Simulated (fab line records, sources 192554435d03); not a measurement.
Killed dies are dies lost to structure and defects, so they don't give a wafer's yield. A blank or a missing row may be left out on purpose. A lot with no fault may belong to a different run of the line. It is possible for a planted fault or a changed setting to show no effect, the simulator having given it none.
fab line records ; flow n5Finfet
record lots=6; wafers=17; lastDay=17
route steps=1938 shown MOL_CONTACT_COAG@530 BEOL_M4@1111 PASSIVATION@1936
lots that met no fault: taken from a fault-free run of the same line
startH: start of the lot's first displayed wafer, in hours after the record's first day ; waitH: hours since the lot's step before ; " as in the row above ; L1.1+2: one row covering several wafers at once ; - no value, or no start given ; * or withheld: withheld ; < > ~ a bound
route shown NAME@n: NAME is a module with steps in the file, n the number in the route of the first one ; usual: mean and standard deviation over wafers with no fault ; same: alike in all rows ; chamber/n: place in a boat ; sites: readings site by site ; _std_site: the values' standard deviation ; _edge_site: the outer-site mean with the inner-site mean subtracted ; radiusMm: for every site, how far away it sits from the centre of the wafer ; mask NAME#n: copy n ; behind: the tool/chamber that last shaped the wafer ; hold: why the lot was held/for how many hours/how that ended ; device: names the non-switching transistor (n, p or np) ; end of line: the tests these same wafers got at the end of their route ; for a step that has no rows: nothing shown but its recipe ; killed: at the first sort, the dies lost to defects and structure; wafer yield is something else ; map: the dies of a wafer, with x for killed, . for not killed, _ for no die there
set.NAME: the run value of the setting; set.NAME@STEP: its run value at that earlier step ; model.NAME: the simulator's own value behind a step, which no gauge read
lots at some steps of the route; a table a step, a row a wafer
services: when a tool's chamber went out of use (startH, in hours from the record's first day, below 0 if earlier), for how many hours, and the reason
## steps
# step N5_MOL_CONTACT_COAG_ETCH_59
# recipe chemistry=N2/H2; target=underlayer; targetDepthA=130; maskMaterial=CAR-EUV; timeS=10.4; ionEnergyEv=200; pressureMtorr=30; sourceW=840; biasW=150; n2FlowSccm=200; h2FlowSccm=200; ends=cleared
# step N5_MOL_CONTACT_COAG_ETCH_105
# recipe chemistry=CF4; target=SiARC; targetDepthA=156; maskMaterial=CAR-EUV; timeS=26; ionEnergyEv=80; pressureMtorr=40; sourceW=545; biasW=36; Ar_flow_sccm=100; cf4FlowSccm=100; ends=cleared
# usual drypumpMotorCurrentA=5.8/0.48; etchRfOnTimeS=25.99/0.3; oesProductAu=0.70/0.071; rfVppV=183.7/1.1; showerheadPlenumPTorr=2.13/0.064; throttleValvePct=15.54/0.21
lot.wafer;tool;chamber;startH;waitH;drypumpMotorCurrentA;etchRfOnTimeS;oesProductAu;rfHoursCounterH;rfVppV;showerheadPlenumPTorr;throttleValvePct
L698.3;rieDiel-06;1;96.08;0.0;6.0;26.11;0.64;166;182.6;2.06;15.56
L698.5;rieDiel-06;0;96.08;0.0;5.3;25.87;0.75;-;185.3;2.27;15.62
L698.6;rieDiel-06;3;96.08;0.0;5.4;26.23;0.78;-;183.7;2.11;15.12
L703.2;rieDiel-06;3;127.07;0.0;5.5;25.53;0.77;22;182.6;2.11;15.14
L703.4;rieDiel-06;0;127.07;0.0;5.3;25.61;0.74;63;185.9;2.27;15.65
L703.6;rieDiel-06;1;127.07;0.0;6.0;25.74;0.64;-;182.0;2.05;15.55
L714.5;rieDiel-06;0;193.42;0.0;5.3;26.11;0.69;-;184.7;2.26;15.70
L714.6;rieDiel-06;3;193.42;0.0;5.5;25.92;0.72;-;181.9;2.10;15.20
L715.1;rieDiel-06;3;194.95;0.0;5.4;26.05;0.73;46;183.9;2.10;15.20
L715.2;rieDiel-06;1;194.95;0.0;6.0;26.49;0.61;203;183.3;2.04;15.61
L715.4;rieDiel-06;2;194.95;0.0;5.8;25.72;0.78;11;182.8;2.10;15.32
L718.1;rieDiel-05;2;214.78;0.0;5.1;26.02;0.77;22;183.9;2.10;15.25
L718.5;rieDiel-05;3;214.78;0.0;6.7;26.24;0.64;-;184.8;2.15;15.73
L718.6;rieDiel-05;0;214.78;0.0;6.0;25.45;0.76;-;183.2;2.10;15.63
L719.1;rieDiel-05;3;222.35;0.0;6.6;26.12;0.64;165;183.2;2.15;15.74
L719.5;rieDiel-05;3;222.35;0.0;6.6;26.45;0.63;-;184.2;2.15;15.74
L719.6;rieDiel-05;0;222.35;0.0;6.1;25.36;0.74;-;181.7;2.10;15.64
# step N5_MOL_CONTACT_COAG_ETCH_106
# recipe chemistry=N2/H2; target=SOC; targetDepthA=800; overetchA=160; maskMaterial=SiARC; tempC=40; timeS=120; ionEnergyEv=200; pressureMtorr=30; sourceW=840; biasW=150; n2FlowSccm=200; h2FlowSccm=200
# usual drypumpMotorCurrentA=5.8/0.48; oesProductAu=0.74/0.071; rfVppV=523.2/2.3; showerheadPlenumPTorr=2.52/0.075; throttleValvePct=17.71/0.22
lot.wafer;tool;chamber;startH;waitH;drypumpMotorCurrentA;oesProductAu;rfHoursCounterH;rfVppV;showerheadPlenumPTorr;throttleValvePct
L698.3;rieDiel-06;1;96.11;0.0;6.0;0.66;166;520.7;2.43;17.74
L698.5;rieDiel-06;0;96.11;0.0;5.4;0.77;-;528.0;2.68;17.68
L698.6;rieDiel-06;3;96.11;0.0;5.4;0.82;-;523.5;2.49;17.21
L703.2;rieDiel-06;3;127.10;0.0;5.4;0.79;22;522.7;2.49;17.23
L703.4;rieDiel-06;0;127.10;0.0;5.3;0.76;63;529.3;2.68;17.71
L703.6;rieDiel-06;1;127.10;0.0;6.0;0.66;-;519.5;2.43;17.74
L714.5;rieDiel-06;0;193.47;0.0;5.3;0.74;-;526.1;2.67;17.73
L714.6;rieDiel-06;3;193.47;0.0;5.5;0.76;-;523.7;2.48;17.26
L715.1;rieDiel-06;3;194.98;0.0;5.5;0.76;46;522.4;2.48;17.28
L715.2;rieDiel-06;1;194.98;0.0;6.0;0.64;203;519.2;2.42;17.77
L715.4;rieDiel-06;2;194.98;0.0;5.8;0.81;11;522.7;2.50;17.68
L718.1;rieDiel-05;2;214.81;0.0;5.1;0.79;22;523.3;2.49;17.50
L718.5;rieDiel-05;3;214.81;0.0;6.7;0.67;-;523.4;2.54;17.93
L718.6;rieDiel-05;0;214.81;0.0;6.0;0.78;-;521.8;2.49;17.78
L719.1;rieDiel-05;3;222.38;0.0;6.7;0.67;165;525.0;2.54;17.92
L719.5;rieDiel-05;3;222.38;0.0;6.6;0.67;-;524.5;2.54;17.90
L719.6;rieDiel-05;0;222.38;0.0;6.1;0.78;-;522.2;2.49;17.79
# step N5_MOL_CONTACT_COAG_STRIP_107
# recipe chemistry=N2/H2; tempC=40; n2FlowSccm=200; h2FlowSccm=200; rfFrequencyHz=6e+07
# step N5_MOL_CONTACT_COAG_STRIP_108
# recipe chemistry=N2/H2; tempC=40; n2FlowSccm=200; h2FlowSccm=200; rfFrequencyHz=6e+07
# step N5_MOL_CONTACT_COAG_CONTACT_ETCH_14
# recipe chemistry=C4F6/O2; target=SiO2; targetDepthA=275; overetchA=85; maskMaterial=SOC; pressureMtorr=30; sourceW=370; biasW=185; Ar_flow_sccm=300; C4F6_flow_sccm=16; O2_flow_sccm=10; timeS=20; ionEnergyEv=259.6
# usual drypumpMotorCurrentA=5.8/0.48; oes_ar_750_au=0.82/0.078; oesProductAu=0.70/0.067; rfVppV=692.0/2.9; showerheadPlenumPTorr=2.86/0.087; throttleValvePct=21.21/0.2
lot.wafer;tool;chamber;startH;waitH;drypumpMotorCurrentA;oes_ar_750_au;oesProductAu;rfHoursCounterH;rfVppV;showerheadPlenumPTorr;throttleValvePct
L698.3;rieDiel-06;1;96.21;0.0;6.0;0.75;0.64;166;688.6;2.76;21.16
L698.5;rieDiel-06;0;96.21;0.0;5.4;0.86;0.74;-;698.1;3.05;21.38
L698.6;rieDiel-06;3;96.21;0.0;5.5;0.91;0.78;-;692.3;2.84;20.79
L703.2;rieDiel-06;3;127.20;0.0;5.5;0.88;0.76;22;691.7;2.84;20.83
L703.4;rieDiel-06;0;127.20;0.0;5.3;0.85;0.73;63;697.4;3.05;21.37
L703.6;rieDiel-06;1;127.20;0.0;6.0;0.74;0.64;-;689.9;2.76;21.18
L714.5;rieDiel-06;0;193.55;0.0;5.4;0.82;0.70;-;697.7;3.04;21.42
L714.6;rieDiel-06;3;193.55;0.0;5.5;0.85;0.72;-;691.7;2.82;20.87
L715.1;rieDiel-06;3;195.08;0.0;5.5;0.85;0.72;46;690.0;2.82;20.85
L715.2;rieDiel-06;1;195.08;0.0;6.0;0.73;0.62;203;688.4;2.75;21.22
L715.4;rieDiel-06;2;195.08;0.0;5.8;0.91;0.78;11;690.6;2.83;21.08
L718.1;rieDiel-05;2;214.91;0.0;5.1;0.90;0.77;22;690.1;2.82;20.94
L718.5;rieDiel-05;3;214.91;0.0;6.7;0.75;0.64;-;693.4;2.89;21.40
L718.6;rieDiel-05;0;214.91;0.0;6.1;0.88;0.75;-;690.5;2.82;21.33
L719.1;rieDiel-05;3;222.48;0.0;6.7;0.75;0.63;165;692.6;2.89;21.42
L719.5;rieDiel-05;3;222.48;0.0;6.6;0.75;0.64;-;693.5;2.89;21.41
L719.6;rieDiel-05;0;222.48;0.0;6.0;0.88;0.74;-;690.8;2.82;21.34
# step N5_MOL_CONTACT_COAG_STRIP_109
# recipe chemistry=C4F6/O2; resist=SiARC; rfFrequencyHz=6e+07
# step N5_MOL_CONTACT_COAG_ETCH_15
# recipe chemistry=CH3F/O2; target=SiNx; targetDepthA=70; maskMaterial=SOC; stopOn=Si:P; overEtchFrac=0.75; ionEnergyEv=120; pressureMtorr=30; sourceW=395; biasW=73; Ar_flow_sccm=150; CH3F_flow_sccm=30; O2_flow_sccm=20
# step N5_MOL_CONTACT_COAG_ETCH_110
# recipe chemistry=CF4/O2; target=Si; targetDepthA=25; timeS=8; pressureMtorr=100; sourceW=200; biasW=12; ionEnergyEv=60; Ar_flow_sccm=100; cf4FlowSccm=100; O2_flow_sccm=10
# usual drypumpMotorCurrentA=5.8/0.48; oes_ar_750_au=0.82/0.078; oesProductAu=0.82/0.083; rfVppV=127.3/1.6; showerheadPlenumPTorr=2.21/0.066; throttleValvePct=10.65/0.25
lot.wafer;tool;chamber;startH;waitH;drypumpMotorCurrentA;oes_ar_750_au;oesProductAu;rfHoursCounterH;rfVppV;showerheadPlenumPTorr;throttleValvePct
L698.3;rieDiel-06;1;96.31;0.0;5.9;0.75;0.76;166;127.7;2.14;10.75
L698.5;rieDiel-06;0;96.31;0.0;5.3;0.86;0.86;-;129.0;2.35;10.68
L698.6;rieDiel-06;3;96.31;0.0;5.4;0.91;0.92;-;125.8;2.19;10.21
L703.2;rieDiel-06;3;127.29;0.0;5.5;0.89;0.89;22;127.8;2.19;10.25
L703.4;rieDiel-06;0;127.29;0.0;5.3;0.85;0.85;63;128.8;2.35;10.69
L703.6;rieDiel-06;1;127.29;0.0;6.0;0.74;0.73;-;126.5;2.13;10.77
L714.5;rieDiel-06;0;193.65;0.0;5.3;0.83;0.84;-;130.4;2.34;10.76
L714.6;rieDiel-06;3;193.65;0.0;5.4;0.84;0.85;-;126.0;2.18;10.30
L715.1;rieDiel-06;3;195.17;0.0;5.4;0.84;0.85;46;126.1;2.18;10.32
L715.2;rieDiel-06;1;195.17;0.0;6.0;0.73;0.72;203;126.6;2.13;10.85
L715.4;rieDiel-06;2;195.17;0.0;5.8;0.91;0.92;11;126.6;2.18;10.35
L718.1;rieDiel-05;2;215.01;0.0;5.1;0.89;0.91;22;127.9;2.18;10.35
L718.5;rieDiel-05;3;215.01;0.0;6.7;0.75;0.74;-;128.4;2.23;10.90
L718.6;rieDiel-05;0;215.01;0.0;6.1;0.88;0.89;-;125.8;2.18;10.66
L719.1;rieDiel-05;3;222.57;0.0;6.7;0.75;0.74;165;127.8;2.23;10.92
L719.5;rieDiel-05;3;222.57;0.0;6.7;0.75;0.75;-;129.1;2.23;10.91
L719.6;rieDiel-05;0;222.57;0.0;6.1;0.87;0.88;-;123.7;2.18;10.66
# step N5_MOL_CONTACT_COAG_STRIP_98
# recipe chemistry=N2/H2; powerW=500; tempC=40; pressureMtorr=50; rfFrequencyHz=6e+07; overashFraction=0.3; biasPowerW=8; h2Frac=0.5; n2FlowSccm=300; h2FlowSccm=300
# usual drypumpMotorCurrentA=5.8/0.48; oesProductAu=0.82/0.083; rfVppV=54.0/1.7; showerheadPlenumPTorr=3.33/0.096; throttleValvePct=18.72/0.28
# same overashFraction=0.3
lot.wafer;tool;chamber;startH;waitH;drypumpMotorCurrentA;oesProductAu;rfHoursCounterH;rfVppV;showerheadPlenumPTorr;throttleValvePct
L698.3;rieDiel-06;1;96.36;0.0;6.0;0.76;166;52.9;3.22;18.80
L698.5;rieDiel-06;0;96.36;0.0;5.4;0.87;-;53.1;3.53;18.50
L698.6;rieDiel-06;3;96.36;0.0;5.5;0.92;-;53.3;3.29;18.12
L703.2;rieDiel-06;3;127.34;0.0;5.4;0.90;22;54.4;3.29;18.13
L703.4;rieDiel-06;0;127.34;0.0;5.3;0.86;63;54.8;3.53;18.50
L703.6;rieDiel-06;1;127.34;0.0;6.0;0.73;-;53.8;3.21;18.82
L714.5;rieDiel-06;0;193.70;0.0;5.3;0.83;-;53.7;3.52;18.55
L714.6;rieDiel-06;3;193.70;0.0;5.5;0.85;-;56.0;3.28;18.18
L715.1;rieDiel-06;3;195.22;0.0;5.5;0.86;46;54.1;3.28;18.15
L715.2;rieDiel-06;1;195.22;0.0;6.0;0.72;203;53.9;3.20;18.86
L715.4;rieDiel-06;2;195.22;0.0;5.8;0.92;11;51.8;3.31;18.83
L718.1;rieDiel-05;2;215.05;0.0;5.1;0.89;22;52.2;3.29;18.59
L718.5;rieDiel-05;3;215.05;0.0;6.7;0.74;-;53.8;3.36;18.86
L718.6;rieDiel-05;0;215.05;0.0;6.1;0.87;-;55.4;3.29;18.65
L719.1;rieDiel-05;3;222.62;0.0;6.7;0.74;165;53.6;3.36;18.90
L719.5;rieDiel-05;3;222.62;0.0;6.7;0.73;-;53.4;3.36;18.89
L719.6;rieDiel-05;0;222.62;0.0;6.0;0.89;-;52.6;3.29;18.67
# step N5_MOL_CONTACT_COAG_CD_MEAS_99
# recipe targetCdNm=17.2; polarity=opening
# usual cdNm=17.26/0.28
lot.wafer;tool;chamber;startH;waitH;cdNm
L698.3;cdSem-03;-;96.43;-;17.42
L698.5;cdSem-03;-;96.43;-;18.09
L698.6;cdSem-03;-;96.43;-;17.34
L703.2;cdSem-03;-;127.42;-;17.47
L703.4;cdSem-03;-;127.42;-;16.98
L703.6;cdSem-03;-;127.42;-;17.26
L714.5;cdSem-02;-;193.76;-;17.01
L714.6;cdSem-02;-;193.76;-;17.06
L715.1;cdSem-02;-;195.29;-;17.69
L715.2;cdSem-02;-;195.29;-;17.42
L715.4;cdSem-02;-;195.29;-;17.52
L718.1;cdSem-02;-;215.12;-;17.50
L718.5;cdSem-02;-;215.12;-;17.17
L718.6;cdSem-02;-;215.12;-;17.29
L719.1;cdSem-02;-;222.69;-;16.93
L719.5;cdSem-02;-;222.69;-;17.44
L719.6;cdSem-02;-;222.69;-;17.26
# step N5_MOL_CONTACT_COAG_IMPLANT_129
# recipe species=Ge; energyKev=3; doseCm2=6e+14; tiltDeg=0; rotationDeg=0
# step N5_MOL_CONTACT_COAG_PRECLEAN_111
# recipe chemistry=NF3:NH3; afsCycles=1; tempC=30; timeS=20; sublimationTempC=180; sublimationTimeS=60; pressureTorr=3; rfPowerW=30
# usual timeS=20/0
lot.wafer;tool;chamber;startH;waitH;timeS
L698.3;remotePlasma-01;1;100.36;3.8;20
L698.5;remotePlasma-01;1;100.36;3.8;20
L698.6;remotePlasma-01;1;100.36;3.8;20
L703.2;remotePlasma-02;0;131.85;4.3;20
L703.4;remotePlasma-02;0;131.85;4.3;20
L703.6;remotePlasma-02;0;131.85;4.3;20
L714.5;remotePlasma-01;1;194.12;0.2;18.608
L714.6;remotePlasma-01;1;194.12;0.2;20
L715.1;remotePlasma-01;1;195.54;0.2;20
L715.2;remotePlasma-01;1;195.54;0.2;20
L715.4;remotePlasma-01;1;195.54;0.2;18.608
L718.1;remotePlasma-02;1;215.39;0.2;20
L718.5;remotePlasma-02;1;215.39;0.2;20
L718.6;remotePlasma-02;1;215.39;0.2;20
L719.1;remotePlasma-02;1;222.97;0.2;20
L719.5;remotePlasma-02;1;222.97;0.2;20
L719.6;remotePlasma-02;1;222.97;0.2;20
# step N5_MOL_CONTACT_COAG_TI_SIL_19
# recipe material=Ti; targetThkA=42; tempC=200; chamberPressurePa=5; powerW=5000; timeS=15
# step N5_BEOL_M4_RC_MEAS_101
# usual DIBL_N=35.8/1.5; DIBL_P=35.8/1.7; IOFF_N=0.151/0.022; IOFF_P=0.204/0.027; ION_N=673/8.6; ION_P=462/5.4; SS_N=71.4/0.54; SS_P=73.3/0.56; VT_N=250.5/2.6; VT_P=-251/3.1
lot.wafer;tool;chamber;startH;waitH;DIBL_N[mV/V];DIBL_P[mV/V];IOFF_N[nA/um];IOFF_P[nA/um];ION_N[uA/um];ION_P[uA/um];SS_N[mV/dec];SS_P[mV/dec];VT_N[mV];VT_P[mV]
L698.3;prober-01;0;195.32;0.3;35.2;33.9;0.131;0.164;672;458;70.5;72.7;249.1;-253
L698.5;prober-01;0;195.32;0.3;37.5;36.9;0.159;0.215;677;462;71.4;73.7;251.0;-250
L698.6;prober-01;0;195.32;0.3;36.2;35.6;0.152;0.192;676;461;71.3;72.9;250.0;-253
L703.2;prober-01;0;213.19;0.2;34.6;32.8;0.119;0.178;653;450;71.7;72.7;257.2;-251
L703.4;prober-01;0;213.19;0.2;34.5;32.3;0.119;0.169;666;456;71.5;72.4;252.4;-250
L703.6;prober-01;0;213.19;0.2;36.6;34.9;0.143;0.199;664;454;71.8;72.7;255.2;-251
L714.5;prober-01;0;278.38;0.6;35.3;34.1;0.130;0.174;658;453;70.7;72.9;253.3;-251
L714.6;prober-01;0;278.38;0.6;37.0;36.2;0.151;0.195;661;456;71.8;73.0;251.5;-253
L715.1;prober-02;0;293.83;0.0;31.6;32.1;0.116;0.161;668;458;70.9;72.9;254.1;-254
L715.2;prober-02;0;293.83;0.0;31.5;31.7;0.112;0.161;670;457;70.5;72.4;254.8;-254
L715.4;prober-02;0;293.83;0.0;32.0;32.4;0.121;0.170;671;458;71.5;72.2;253.6;-251
L718.1;prober-01;0;296.84;0.0;33.8;33.9;0.130;0.184;671;465;71.2;73.5;252.7;-252
L718.5;prober-01;0;296.84;0.0;34.7;35.5;0.150;0.209;674;468;71.1;73.5;250.8;-248
L718.6;prober-01;0;296.84;0.0;33.0;33.6;0.123;0.182;676;464;70.5;73.9;251.0;-252
L719.1;prober-02;0;303.88;0.0;37.8;38.2;0.170;0.205;669;462;71.7;73.0;248.0;-255
L719.5;prober-02;0;303.88;0.0;36.2;36.3;0.138;0.181;669;457;71.2;73.0;252.0;-254
L719.6;prober-02;0;303.88;0.0;33.4;32.8;0.105;0.142;665;452;71.3;72.4;254.4;-258
# step N5_PASSIVATION_PROBE_49
# usual defectLimitedYield=91.3/1.4; killed_at_M0_to_M3=33/10; killed_at_M4_up=15/6.1; killedAtContacts=12/6.7; killedAtFrontEnd=39/11; killedAtOther=4/3.3; killedDies=103/16; killedOpen=68/12; killedShort=34/7.2; sort_bin_5_function=5.1/0.88; sort_bin_6_memory=3.3/0.67; sortNPass=1077/16; sortYieldPct=91.3/1.4
# same grossDies=1180; killedAtBackSide=0; sort_bin_4_leakage[%]=0; sort_bin_8_speed[%]=0
lot.wafer;tool;chamber;startH;waitH;defectLimitedYield[%];killed_at_M0_to_M3;killed_at_M4_up;killedAtContacts;killedAtFrontEnd;killedAtOther;killedDies;killedOpen;killedShort;sort_bin_5_function[%];sort_bin_6_memory[%];sortNPass;sortYieldPct[%]
L698.3;prober-02;-;292.95;0.1;92.0;22;14;13;40;5;94;59;31;4.3;3.3;1086;92.0
L698.5;prober-02;-;293.05;0.2;90.6;26;13;3;68;1;111;70;39;4.6;4.1;1069;90.6
L698.6;prober-02;-;293.10;0.3;92.7;19;17;7;43;0;86;46;40;4.7;2.5;1094;92.7
L703.2;prober-02;-;315.46;0.1;90.5;37;18;11;46;0;112;66;41;6.2;3.1;1068;90.5
L703.4;prober-02;-;315.56;0.2;94.4;17;11;8;28;2;66;34;30;3.1;2.2;1114;94.4
L703.6;prober-02;-;315.66;0.3;92.1;16;27;12;37;1;93;65;24;5.6;2.3;1087;92.1
L718.1;prober-01;-;401.18;0.0;89.9;36;18;7;56;2;119;85;34;5.8;3.7;1061;89.9
L718.5;prober-01;-;401.38;0.2;91.0;35;22;4;43;2;106;68;35;5.3;3.6;1074;91.0
L718.6;prober-01;-;401.43;0.3;90.3;38;10;9;54;4;115;81;33;6.5;3.0;1065;90.3
L715.1;prober-02;-;402.21;0.0;91.5;38;15;8;33;6;100;68;32;4.4;4.1;1080;91.5
L715.2;prober-02;-;402.26;0.1;90.2;31;19;12;49;5;116;76;40;5.5;3.9;1064;90.2
L715.4;prober-02;-;402.36;0.2;89.7;37;11;12;54;7;121;81;35;5.3;4.4;1059;89.7
# killed by level:class
L698.3 MOL_CONTACT_COAG:geometricParticle:open=9 BEOL_M3:geometricParticle:open=8 FIN_SAQP:geometricParticle:short=8 GATE_CUT:geometricParticle:short=8 BEOL_M4:geometricParticle:open=8 GATE_CUT:geometricParticle:open=7 MOL_CONTACT_COAG:geometricParticle:short=4 BEOL_M0_SAQP:geometricParticle:open=4
L698.5 GATE_CUT:geometricParticle:open=13 STI_FIN_REVEAL:geometricParticle:open=12 BEOL_M3:geometricParticle:open=11 GATE_CUT:geometricParticle:short=8 FIN_SAQP:geometricParticle:short=7 DUMMY_GATE:geometricParticle:open=6 BEOL_M1:geometricParticle:open=6 BEOL_M4:geometricParticle:open=6
L698.6 STI_FIN_REVEAL:geometricParticle:open=10 FIN_SAQP:geometricParticle:short=9 GATE_CUT:geometricParticle:short=7 BEOL_M3:geometricParticle:open=6 BEOL_M4:geometricParticle:open=6 BEOL_M4:geometricParticle:short=5 DUMMY_GATE:geometricParticle:open=4 MOL_CONTACT_COAG:geometricParticle:open=4
L703.2 STI_FIN_REVEAL:geometricParticle:open=13 BEOL_M0_SAQP:geometricParticle:short=12 MOL_CONTACT_COAG:geometricParticle:open=10 BEOL_M3:geometricParticle:open=8 FIN_SAQP:geometricParticle:short=7 ILD0:geometricParticle:short=5 ILD0:geometricParticle:open=5 BEOL_M1:geometricParticle:open=5
L703.4 STI_FIN_REVEAL:geometricParticle:open=6 MOL_CONTACT_COAG:geometricParticle:open=5 ILD0:geometricParticle:short=4 BEOL_M3:geometricParticle:short=4 BEOL_M1:geometricParticle:open=4 FIN_SAQP:geometricParticle:short=3 GATE_CUT:geometricParticle:short=3 MOL_CONTACT_COAG:geometricParticle:short=3
L703.6 BEOL_M4:geometricParticle:open=13 MOL_CONTACT_COAG:geometricParticle:open=11 STI_FIN_REVEAL:geometricParticle:open=10 BEOL_M5:geometricParticle:open=8 ILD0:geometricParticle:open=7 FIN_SAQP:geometricParticle:short=5 DUMMY_GATE:geometricParticle:open=3 BEOL_M2:geometricParticle:short=3
L718.1 FIN_SAQP:geometricParticle:open=15 STI_FIN_REVEAL:geometricParticle:open=8 BEOL_M0_SAQP:geometricParticle:open=8 MOL_CONTACT_COAG:geometricParticle:open=7 BEOL_M2:geometricParticle:open=7 FIN_SAQP:geometricParticle:short=6 GATE_CUT:geometricParticle:short=6 BEOL_M4:geometricParticle:open=6
L718.5 FIN_SAQP:geometricParticle:open=10 BEOL_M4:geometricParticle:open=10 FIN_SAQP:geometricParticle:short=7 STI_FIN_REVEAL:geometricParticle:open=7 BEOL_M1:geometricParticle:open=6 BEOL_M0_SAQP:geometricParticle:open=6 BEOL_M1:geometricParticle:short=6 BEOL_M3:geometricParticle:open=6
L718.6 FIN_SAQP:geometricParticle:open=21 FIN_SAQP:geometricParticle:short=11 BEOL_M0_SAQP:geometricParticle:short=11 BEOL_M0_SAQP:geometricParticle:open=11 MOL_CONTACT_COAG:geometricParticle:open=8 BEOL_M1:geometricParticle:open=7 BEOL_M4:geometricParticle:open=6 STI_FIN_REVEAL:geometricParticle:open=6
L715.1 BEOL_M0_SAQP:geometricParticle:open=14 STI_FIN_REVEAL:geometricParticle:open=10 BEOL_M0_SAQP:geometricParticle:short=8 FIN_SAQP:geometricParticle:open=7 BEOL_M4:geometricParticle:open=7 FIN_SAQP:geometricParticle:short=6 BEOL_M1:geometricParticle:open=6 MOL_CONTACT_COAG:geometricParticle:open=5
L715.2 FIN_SAQP:geometricParticle:open=14 BEOL_M4:geometricParticle:open=13 BEOL_M0_SAQP:geometricParticle:short=10 STI_FIN_REVEAL:geometricParticle:open=9 MOL_CONTACT_COAG:geometricParticle:open=9 FIN_SAQP:geometricParticle:short=6 BEOL_M2:geometricParticle:open=6 STI_FIN_REVEAL:geometricParticle:short=5
L715.4 STI_FIN_REVEAL:geometricParticle:open=14 FIN_SAQP:geometricParticle:open=13 FIN_SAQP:geometricParticle:short=11 MOL_CONTACT_COAG:geometricParticle:open=11 BEOL_M3:geometricParticle:open=11 BEOL_M2:geometricParticle:open=8 BEOL_M0:geometricParticle:open=6 BEOL_M0_SAQP:geometricParticle:open=4
## services
tool;chamber;startH;hours;kind
rieDiel-05;-;74.63;28.1;pm
rieDiel-06;0;103.79;6.8;repair
rieDiel-05;0;117.17;-;clean
rieDiel-05;0;117.17;-;consumableReplace:focusRing
rieDiel-05;0;117.17;13.4;scheduledDown
rieDiel-05;0;117.17;13.4;ventCycle
rieDiel-05;2;134.40;-;clean
rieDiel-05;2;134.40;-;consumableReplace:focusRing
rieDiel-05;2;134.40;17.5;scheduledDown
rieDiel-05;2;134.40;17.5;ventCycle
rieDiel-06;2;140.26;-;clean
rieDiel-06;2;140.26;-;consumableReplace:focusRing
rieDiel-06;2;140.26;12.2;scheduledDown
rieDiel-06;2;140.26;12.2;ventCycle
rieDiel-06;2;170.36;8.9;repair
rieDiel-06;3;172.60;2.8;repair
## key
firstSign step=N5_MOL_CONTACT_COAG_PRECLEAN_111; reading=timeS; direction=down; sigmas=99+; usual=*; struck=*
effect none on later readings
metAt N5_MOL_CONTACT_COAG_PRECLEAN_111
struckWafers L714.5,L715.4
onsetBetween 100.36 194.12
fault kind=processParameterDrift; tool=remotePlasma-01; chamber=-; onsetH=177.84; steps=N5_MOL_CONTACT_COAG_PRECLEAN_111; channel=timeS; offset=*; shape=step; endH=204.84; scope=struckWafersOnly; actsIn=*; stated=*
